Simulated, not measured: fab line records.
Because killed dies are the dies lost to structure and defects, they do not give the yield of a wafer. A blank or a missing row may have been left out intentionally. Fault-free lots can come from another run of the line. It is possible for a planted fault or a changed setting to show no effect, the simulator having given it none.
A struck lot beside a sound one    flow nand harc    21 out of 1302 route steps
Sound: the wafers L605.4, L605.5, L605.6. Wafers L616.3, L616.5, L616.6 were the ones struck. The cause is given at the end.
At each step with rows: each side's tool, then ch and its chambers, then its first start. Under that, the readings that differ: sound wafers    struck wafers    difference of the means    sigmas: that difference in standard deviations of wafers without a fault.
alike: readings whose means differ by less than 2 such deviations, and words and numbers that are the same on both sides. not compared: withheld readings, readings that some wafer has no value for, bounds like >300 that may hide the same value, and numbers for which the record gives no deviation and whose values overlap.
The two part at a step that has a row with sigmas, a row that says differs or no value, or rows on one side only. Non-overlapping numbers with no deviation appear without sigmas and do not part them. A reading that every wafer of one side lacks parts them only if that side has two wafers or more.

NHARC_P_CONTACT_CMP_24: polishes, t overpolish 30 s, target thk 200 nm.
  sound on cmp-03 ch 0,2,3, day 8 07:29; struck on cmp-04 ch 2,3, day 12 22:40
  alike: motor current A, overpolish run s, time to endpoint s
next, for these wafers, 1 step has no rows: NHARC_P_CONTACT_SRD_26.
NHARC_P_CONTACT_INSPECT_27:
  sound on defect inspect-02, day 8 07:49; struck on defect inspect-01, day 12 23:04
reading           sound        struck       difference  sigmas
raw defect count  771 528 477  311 389 275  -267        -2
then, 8 steps without rows for these wafers: NHARC_P_M0_DEP_00 (deposits SiOC, target thk 150 nm); NHARC_P_M0_DEHYDRATE_01 (time 120 s); NHARC_P_M0_HMDS_02 (time 30 s); NHARC_P_M0_COAT_33 (time 65 s); NHARC_P_M0_COAT_03 (resist thk 90 nm); NHARC_P_M0_SOFTBAKE_04 (time 55 s); NHARC_P_M0_EBR_05; NHARC_P_M0_EXPOSE_06 (exposes mask P M0, target cd 90 nm).
NHARC_P_M0_PEB_07: peb time 65 s.
  sound on litho track-01 ch 0, day 8 08:38; struck on litho track-01 ch 0, day 12 23:53
then, 1 step without rows for these wafers: NHARC_P_M0_DEVELOP_08 (develop time 35 s).
NHARC_P_M0_CD_MEAS_09: target cd 90 nm.
  sound on cd sem-02 ch 0, day 8 08:43; struck on cd sem-03 ch 0, day 12 23:58
reading     sound           struck          difference  sigmas
cd nm (nm)  91.0 89.8 90.5  93.9 94.3 93.9  +3.6        +5
NHARC_P_M0_OVL_MEAS_10: pitch 180 nm.
  sound on overlay-01, day 8 08:48; struck on overlay-02, day 13 00:03
  alike: overlay x nm, overlay y nm
NHARC_P_M0_INSPECT_11:
  sound on defect inspect-01, day 8 08:50; struck on defect inspect-01, day 13 00:05
reading           sound   struck  difference  sigmas
raw defect count  9 7 11  8 0 2   -6          -2
NHARC_P_M0_DESCUM_14: chemistry O2, time 3 s.
  sound on rie diel-10 ch 2,3, day 8 08:54; struck on rie diel-01 ch 0,1,3, day 13 00:12
reading                sound              struck           difference  sigmas
model.P_M0.cd nm (nm)  91.19 90.17 91.23  94.2 94.5 94.04  +3.4        
  alike: drypump motor current A, oes product au, rf vpp V, showerhead plenum p Torr, throttle valve pct
  not compared: rf hours counter h
NHARC_P_M0_ETCH_34: etches the open film in N2/H2, target depth 40 nm, overetch 12 nm, time 43.94 s.
  sound on rie diel-10 ch 0,1,3, day 8 08:59; struck on rie diel-01 ch 0,1, day 13 00:16
  alike: drypump motor current A, oes product au, rf vpp V, showerhead plenum p Torr, throttle valve pct
  not compared: rf hours counter h
NHARC_P_M0_ETCH_15: etches the open film in C4F8/Ar, target depth 150 nm, overetch 15 nm, time 82.5 s.
  sound: rie diel-10 ch 1,2,3; struck: rie diel-01 ch 1,2,3
reading                sound              struck             difference  sigmas
model.P_M0.cd nm (nm)  91.29 90.42 91.19  93.83 94.42 94.25  +3.20       
  alike: oes product au, rf vpp V
  not compared: rf hours counter h
NHARC_P_M0_CD_MEAS_16:
  sound on cd sem-03, day 8 09:12; struck on cd sem-01, day 13 00:29
reading     sound           struck          difference  sigmas
cd nm (nm)  91.0 90.4 91.1  93.7 94.6 94.3  +3.4        +4
NHARC_END_SORT_01:
  the record has rows for the sound wafers here (prober-02 ch 0, day 26 11:40) and none for the struck ones

== WHERE THEY PART ==
Earliest at NHARC_P_CONTACT_INSPECT_27; latest, in this record, at NHARC_END_SORT_01.

WHY: what the simulator had put in
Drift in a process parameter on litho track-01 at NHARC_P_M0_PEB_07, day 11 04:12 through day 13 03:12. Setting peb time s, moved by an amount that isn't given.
